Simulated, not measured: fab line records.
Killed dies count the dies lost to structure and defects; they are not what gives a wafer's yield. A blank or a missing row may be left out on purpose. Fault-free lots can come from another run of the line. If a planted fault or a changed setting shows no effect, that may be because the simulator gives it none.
fab line records | flow nandHarc
record lots=6 | wafers=16 | lastDay=32
route steps=1302 shown A_WL_FILL@956 END@1302
lots untouched by any fault: they come from a run of this same line in which no faults occurred
startH: hours from the record's first day to the start of the lot's first wafer shown | waitH: time in hours since the lot's previous step | " same as the row above | L1.1+2: one row covering several wafers at once | - no value, or no start given | * or withheld: withheld | < > ~ a bound
route shown NAME@n: a module of which the file shows steps, and the number in the route of the first | usual: the fault-free wafers' mean and standard deviation | same: alike in all rows | chamber/n: place in a boat | sites: each site's reading | _std_site: the values' standard deviation | _edge_site: the outer-site mean with the inner-site mean subtracted | radiusMm: for every site, how far away it sits from the centre of the wafer | mask NAME#n: copy n | behind: the most recent tool/chamber to have shaped the wafer | hold: reason for holding the lot/hours on hold/outcome of the hold | device: the n, p or np transistor that did not switch | end of line: the tests these same wafers got at the end of their route | a step with no rows: only its recipe | killed: dies lost to structure and defects at the first sort, not the wafer's yield | map: dies across one wafer; x = killed, . = not, _ = none there
set.NAME: the run value of the setting; set.NAME@STEP: its run value at that earlier step | model.NAME: the simulator's own value behind a step, which no gauge read
a table for each step, a row for each wafer; lots at some steps of the route
services: the hour from which a tool's chamber was out of use, counted from the record's first day as startH (under 0 if before that day), plus the number of hours and why
## steps
# step NHARC_A_WL_FILL_CVD_03
# recipe targetThkA=400 | tempC=300 | pressureTorr=40 | wf6FlowSccm=40 | h2FlowSccm=1600 | arFlowSccm=1560 | timeS=279 | material=W
# usual heaterPowerW=439/30 | mfcH2Sccm=1600/4.8 | throttleValvePct=8.15/0.26
lot.wafer | tool    | chamber | startH | waitH | heaterPowerW | mfcH2Sccm | throttleValvePct
L231.2    | cvdW-01 | 0       | 501.72 | 0.1   | 416          | 1597      | 8.55
L231.3    | "       | 1       | "      | "     | 484          | 1598      | 8.13
L231.5    | "       | 1       | "      | "     | 496          | 1595      | 7.53
L235.1    | cvdW-02 | 1       | 557.45 | 0.2   | 452          | 1607      | 7.99
L235.3    | "       | 1       | "      | "     | 448          | 1600      | 8.29
L235.6    | "       | 1       | "      | "     | 443          | 1597      | 8.18
L236.1    | cvdW-02 | 0       | 557.71 | 0.3   | 416          | 1607      | 8.31
L236.3    | "       | 0       | "      | "     | 431          | 1605      | 8.48
L236.4    | "       | 1       | "      | "     | 448          | 1592      | 8.34
L241.4    | cvdW-02 | 0       | 630.41 | 0.2   | 431          | 1604      | 8.22
L241.6    | "       | 0       | "      | "     | 428          | 1599      | 8.29
L241.5    | "       | 1       | "      | "     | 453          | 1599      | 8.16
L247.6    | cvdW-02 | 0       | 653.62 | 0.3   | 427          | 1598      | 8.49
L247.5    | "       | 1       | "      | "     | 432          | 1597      | 7.84
L244.2    | cvdW-02 | 1       | 657.08 | 0.1   | 424          | 1600      | 8.08
L244.5    | "       | 1       | "      | "     | 424          | 1605      | 8.07
# step NHARC_A_WL_FILL_ETCHBACK_04
# recipe targetDepthA=600 | timeS=120 | chemistry=NF3
# usual drypumpMotorCurrentA=5.71/0.29 | oesProductAu=0.998/0.011 | runLengthS=141.18/0.28
lot.wafer | tool        | chamber | startH | waitH | drypumpMotorCurrentA | oesProductAu | rfHoursCounterH | runLengthS
L231.2    | rieMetal-03 | 0       | 502.12 | 0.4   | 5.93                 | 0.988        | 3.4             | 140.83
L231.3    | "           | 1       | "      | "     | 5.91                 | 0.978        | -               | 141.02
L231.5    | "           | 0       | "      | "     | 5.90                 | 0.987        | -               | 141.16
L235.1    | rieMetal-03 | 0       | 557.81 | 0.3   | 5.94                 | 0.985        | 0.2             | 141.14
L235.3    | "           | 1       | "      | "     | 5.86                 | 1.004        | -               | 141.01
L235.6    | "           | 1       | "      | "     | 5.86                 | 1.004        | -               | 141.61
L236.1    | rieMetal-01 | 0       | 558.08 | 0.3   | 6.10                 | 1.012        | 2.0             | 140.90
L236.4    | "           | 0       | "      | "     | 6.11                 | 1.015        | -               | 141.29
L236.3    | "           | 1       | "      | "     | 5.21                 | 0.984        | -               | 141.70
L241.4    | rieMetal-03 | 1       | 630.77 | 0.3   | 5.87                 | 1.009        | -               | 140.98
L241.5    | "           | 0       | "      | "     | 5.93                 | 0.984        | -               | 141.10
L241.6    | "           | 1       | "      | "     | 5.87                 | 1.003        | -               | 140.88
L247.5    | rieMetal-03 | 0       | 653.94 | 0.2   | 5.91                 | 0.994        | -               | 141.37
L247.6    | "           | 1       | "      | "     | 5.84                 | 0.998        | -               | 141.00
L244.2    | rieMetal-02 | 0       | 657.52 | 0.4   | 5.55                 | 0.988        | -               | 141.01
L244.5    | "           | 0       | "      | "     | 5.55                 | 0.994        | -               | 141.17
# step NHARC_A_WL_FILL_ETCHBACK_05
# recipe targetDepthA=220 | timeS=60 | tempC=40 | chemistry=Cl2/BCl3
# step NHARC_A_WL_FILL_STRIP_27
# recipe powerW=1500 | tempC=250 | timeS=20 | chemistry=N2/H2
# usual drypumpMotorCurrentA=5.7/0.45 | heaterPowerW=340/16
lot.wafer | tool           | chamber | startH | waitH | drypumpMotorCurrentA | heaterPowerW | rfHoursCounterH
L231.2    | plasmaAsher-01 | 0       | 502.47 | 0.1   | 6.0                  | 309          | 27
L231.3    | "              | 1       | "      | "     | 6.3                  | 344          | -
L231.5    | "              | 0       | "      | "     | 6.0                  | 310          | -
L235.1    | plasmaAsher-02 | 1       | 558.15 | 0.1   | 5.0                  | 332          | 26
L235.3    | "              | 1       | "      | "     | 5.0                  | 331          | -
L235.6    | "              | 1       | "      | "     | 5.0                  | 321          | -
L236.1    | plasmaAsher-02 | 0       | 558.46 | 0.1   | 5.7                  | 360          | 26
L236.4    | "              | 0       | "      | "     | 5.7                  | 364          | -
L236.3    | "              | 1       | "      | "     | 5.1                  | 334          | -
L241.4    | plasmaAsher-01 | 1       | 631.12 | 0.2   | 6.2                  | 328          | -
L241.6    | "              | 0       | "      | "     | 6.0                  | 329          | -
L241.5    | "              | 1       | "      | "     | 6.2                  | 334          | -
L247.6    | plasmaAsher-02 | 0       | 654.27 | 0.2   | 5.7                  | 356          | -
L247.5    | "              | 1       | "      | "     | 5.1                  | 332          | -
L244.2    | plasmaAsher-01 | 0       | 658.11 | 0.2   | 6.0                  | 334          | 28
L244.5    | "              | 1       | "      | "     | 6.3                  | 329          | -
# step NHARC_A_WL_FILL_STRIP_28
# recipe timeS=1200 | tempC=72.5 | chemistry=postEtchResidueRemover
# step NHARC_A_WL_FILL_PRECLEAN_06
# recipe timeS=300 | chemistry=DIW
# step NHARC_A_WL_FILL_SRD_07
# step NHARC_A_WL_FILL_ANNEAL_08
# recipe tempC=450 | timeS=1800
# step NHARC_A_WL_FILL_ALD_10
# recipe targetThkA=500 | pulseTimeS=10 | aldCycles=500 | tempC=300 | material=SiO2
# step NHARC_A_WL_FILL_ETCHBACK_16
# recipe targetDepthA=1200 | timeS=24 | c4f8FlowSccm=withheld | o2FlowSccm=8 | arFlowSccm=withheld | rfW=600 | biasW=800 | chemistry=C4F8/O2/Ar
# usual oesProductAu=0.97/0.032 | rfVppV=725.4/2.2 | runLengthS=45.0/0.6
lot.wafer | tool       | chamber | startH | waitH | oesProductAu | rfHoursCounterH | rfVppV | runLengthS
L231.2    | rieDiel-10 | 1       | -      | -     | 1.02         | 3.3             | 726.8  | 45.2
L231.3    | "          | 2       | "      | "     | 1.00         | 5.8             | 729.5  | 45.7
L231.5    | "          | 0       | "      | "     | 1.00         | -               | 723.3  | 46.4
L236.1    | rieDiel-13 | 0       | -      | -     | 0.99         | 1.4             | 723.9  | 44.6
L236.3    | "          | 1       | "      | "     | 0.99         | 1.1             | 723.3  | 46.2
L236.4    | "          | 3       | "      | "     | 0.99         | 1.5             | 725.8  | 45.2
L235.1    | rieDiel-08 | 0       | -      | -     | 1.01         | 0.5             | 725.4  | 44.6
L235.3    | "          | 1       | "      | "     | 1.01         | 0.5             | 730.3  | 44.4
L235.6    | "          | 3       | "      | "     | 1.00         | -               | 721.8  | 44.5
L241.4    | rieDiel-08 | 1       | -      | -     | 1.00         | 2.4             | 730.1  | 44.5
L241.5    | "          | 2       | "      | "     | 0.99         | -               | 724.3  | 44.6
L241.6    | "          | 3       | "      | "     | 0.99         | -               | 724.9  | 44.5
L247.5    | rieDiel-13 | 1       | -      | -     | 0.92         | -               | 725.8  | 45.6
L247.6    | "          | 2       | "      | "     | 0.92         | -               | 724.9  | 45.9
L244.2    | rieDiel-08 | 0       | -      | -     | 0.99         | 3.3             | 724.1  | 44.7
L244.5    | "          | 3       | "      | "     | 0.98         | -               | 724.2  | 44.6
# step NHARC_A_WL_FILL_STRIP_29
# recipe timeS=20 | o2FlowSccm=500 | arFlowSccm=0 | biasW=0 | chemistry=O2
# usual drypumpMotorCurrentA=5.9/0.47 | oesProductAu=0.997/0.0089 | rfVppV=57.9/0.86 | showerheadPlenumPTorr=3.60/0.074 | throttleValvePct=17.037/0.0094
lot.wafer | tool       | chamber | startH | waitH | drypumpMotorCurrentA | oesProductAu | rfHoursCounterH | rfVppV | showerheadPlenumPTorr | throttleValvePct
L231.3    | rieDiel-10 | 2       | 513.69 | 0.1   | 6.7                  | 1.006        | 5.8             | 59.6   | 3.74                  | 17.030
L231.2    | "          | 3       | "      | "     | 5.2                  | 0.990        | 5.7             | 56.3   | 3.44                  | 17.039
L231.5    | "          | 2       | "      | "     | 6.7                  | 1.004        | -               | 58.4   | 3.75                  | 17.036
L236.3    | rieDiel-13 | 2       | 568.24 | 0.1   | 5.5                  | 0.989        | 1.1             | 58.6   | 3.62                  | 17.027
L236.4    | "          | 0       | "      | "     | 6.5                  | 0.991        | 1.5             | 57.8   | 3.54                  | 17.034
L236.1    | "          | 1       | "      | "     | 5.5                  | 0.992        | 1.1             | 57.6   | 3.65                  | 17.046
L235.3    | rieDiel-08 | 3       | 568.30 | 0.1   | 5.5                  | 0.990        | 0.5             | 56.9   | 3.55                  | 17.037
L235.1    | "          | 1       | "      | "     | 5.9                  | 1.003        | 0.5             | 56.6   | 3.75                  | 17.037
L235.6    | "          | 2       | "      | "     | 5.4                  | 0.985        | -               | 56.9   | 3.57                  | 17.034
L241.4    | rieDiel-08 | 0       | 640.67 | 0.1   | 6.6                  | 1.002        | 2.4             | 58.4   | 3.57                  | 17.047
L241.6    | "          | 2       | "      | "     | 5.4                  | 0.984        | -               | 57.5   | 3.57                  | 17.041
L241.5    | "          | 3       | "      | "     | 5.6                  | 0.996        | -               | 58.1   | 3.55                  | 17.034
L247.5    | rieDiel-13 | 0       | 661.73 | 0.1   | 6.4                  | 0.992        | -               | 56.3   | 3.54                  | 17.032
L247.6    | "          | 2       | "      | "     | 5.5                  | 0.995        | -               | 58.0   | 3.62                  | 17.035
L244.2    | rieDiel-08 | 3       | 668.24 | 0.1   | 5.5                  | 0.992        | 3.4             | 57.9   | 3.55                  | 17.024
L244.5    | "          | 2       | "      | "     | 5.4                  | 0.999        | -               | 58.2   | 3.57                  | 17.040
# step NHARC_A_WL_FILL_ETCHBACK_17
# recipe targetDepthA=40 | timeS=26.7 | chemistry=Cl2/BCl3
# usual drypumpMotorCurrentA=5.6/0.3 | oesProductAu=1.001/0.0097 | runLengthS=47.87/0.29
lot.wafer | tool        | chamber | startH | waitH | drypumpMotorCurrentA | oesProductAu | rfHoursCounterH | runLengthS
L231.2    | rieMetal-01 | 1       | 513.78 | -     | 5.2                  | 0.989        | 1.7             | 47.99
L231.3    | "           | 0       | "      | "     | 6.1                  | 1.011        | -               | 47.58
L231.5    | "           | 0       | "      | "     | 6.1                  | 1.007        | -               | 47.48
L236.1    | rieMetal-03 | 0       | 568.33 | -     | 5.9                  | 0.994        | 0.4             | 47.52
L236.4    | "           | 0       | "      | "     | 5.9                  | 0.992        | -               | 47.82
L236.3    | "           | 1       | "      | "     | 5.9                  | 1.001        | -               | 47.59
L235.1    | rieMetal-02 | 1       | 568.40 | -     | 5.4                  | 1.007        | 1.2             | 48.03
L235.3    | "           | 1       | "      | "     | 5.4                  | 0.999        | -               | 47.76
L235.6    | "           | 0       | "      | "     | 5.6                  | 1.008        | -               | 47.61
L241.4    | rieMetal-02 | 0       | 640.80 | -     | 5.6                  | 1.006        | -               | 47.58
L241.5    | "           | 1       | "      | "     | 5.5                  | 0.994        | -               | 47.70
L241.6    | "           | 0       | "      | "     | 5.6                  | 1.003        | -               | 47.77
L247.5    | rieMetal-01 | 0       | 661.89 | -     | 6.1                  | 1.013        | -               | 47.63
L247.6    | "           | 1       | "      | "     | 5.2                  | 0.984        | -               | 49.15
L244.2    | rieMetal-01 | 1       | 668.34 | -     | 5.2                  | 0.987        | 1.1             | 49.56
L244.5    | "           | 1       | "      | "     | 5.2                  | 0.982        | -               | 48.01
# step NHARC_A_WL_FILL_PRECLEAN_18
# recipe timeS=30 | chemistry=dHF
# step NHARC_END_SORT_01
# recipe tempC=25
# usual killedAtArray=58/20 | killedAtOther=0.8/1 | killedAtPeriphery=4.6/2.8 | killedDies=63/19 | killedOpen=3.4/2 | killedShort=2.4/1.8
# same grossDies=677
lot.wafer | tool      | chamber | startH | waitH | killedAtArray | killedAtOther | killedAtPeriphery | killedDies | killedOpen | killedShort
L235.1    | prober-01 | 0       | 649.11 | 2.5   | 38            | 2             | 10                | 50         | 1          | 3
L235.3    | prober-01 | 0       | 650.72 | 3.1   | 63            | 3             | 10                | 76         | 2          | 2
# killed by level:class
L235.1 A_CHANNEL_HOLE_D1:chamberFilmFlake=21 P_M2:chamberFilmFlake=6 A_CONTACT:chamberFilmFlake=4 P_CONTACT:chamberFilmFlake=3 A_CHANNEL_HOLE_D2:chamberFilmFlake=3 A_DECK1_JOINT:chamberFilmFlake=2 THIN_TSV:chamberFilmFlake=2 P_M1:geometricParticle:short=1
L235.3 A_CHANNEL_HOLE_D1:chamberFilmFlake=38 A_CHANNEL_HOLE_D2:chamberFilmFlake=15 P_CONTACT:chamberFilmFlake=6 P_M2:chamberFilmFlake=3 A_CONTACT:chamberFilmFlake=3 THIN_TSV:chamberFilmFlake=3 P_STI:geometricParticle:open=1 A_ONON_D1:geometricParticle:short=1
## services
tool           | chamber | startH | hours | kind
cvdW-02        | -       | 495.38 | 1.2   | repair
rieMetal-02    | -       | 518.68 | 2.2   | repair
rieMetal-03    | -       | 519.00 | 9.0   | pm
rieDiel-13     | -       | 519.03 | 9.0   | pm
plasmaAsher-01 | -       | 519.17 | 9.0   | pm
rieMetal-01    | 0       | 522.12 | 12.8  | repair
rieDiel-10     | 0       | 527.93 | 12.1  | repair
plasmaAsher-02 | -       | 542.65 | 12.6  | repair
rieDiel-08     | -       | 544.80 | 9.0   | pm
rieMetal-03    | 0       | 545.85 | 11.7  | repair
rieDiel-13     | -       | 564.08 | 2.2   | repair
rieMetal-01    | -       | 575.00 | 9.0   | pm
cvdW-02        | 1       | 575.21 | 3.1   | repair
rieDiel-13     | 1       | 575.94 | 8.8   | repair
rieMetal-03    | 0       | 577.94 | 5.9   | repair
rieDiel-10     | -       | 596.61 | 9.0   | pm
plasmaAsher-02 | -       | 603.83 | 9.0   | pm
cvdW-02        | 0       | 611.87 | 1.4   | repair
cvdW-02        | -       | 631.00 | 13.0  | pm
rieMetal-02    | -       | 631.00 | 9.0   | pm
rieDiel-10     | 3       | 638.25 | 11.1  | repair
rieMetal-02    | 1       | 651.65 | 12.3  | repair
rieDiel-13     | 3       | 660.94 | 1.3   | repair
cvdW-02        | 0       | 665.99 | 4.5   | repair
## key
firstSign step=NHARC_A_WL_FILL_ETCHBACK_17 | reading=runLengthS | direction=up | sigmas=5.1 | usual=* | struck=*
effect none on later readings
metAt NHARC_A_WL_FILL_ETCHBACK_17
struckWafers L244.2,L247.6
testerLeftOut L244,L247
onsetBetween 513.78 661.89
fault kind=processParameterDrift | tool=rieMetal-01 | chamber=- | onsetH=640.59 | steps=NHARC_A_WL_FILL_ETCHBACK_17 | channel=timeS | offset=* | shape=step | endH=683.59 | scope=struckWafersOnly | actsIn=* | stated=*
# testerLeftOut: of these lots the tester's yield and bins aren't shown, on N5 and GAA mostly nor the transistor test; their killed dies are dies lost to structure and defects alone, not to doping, threshold or leakage, so they don't give the yield
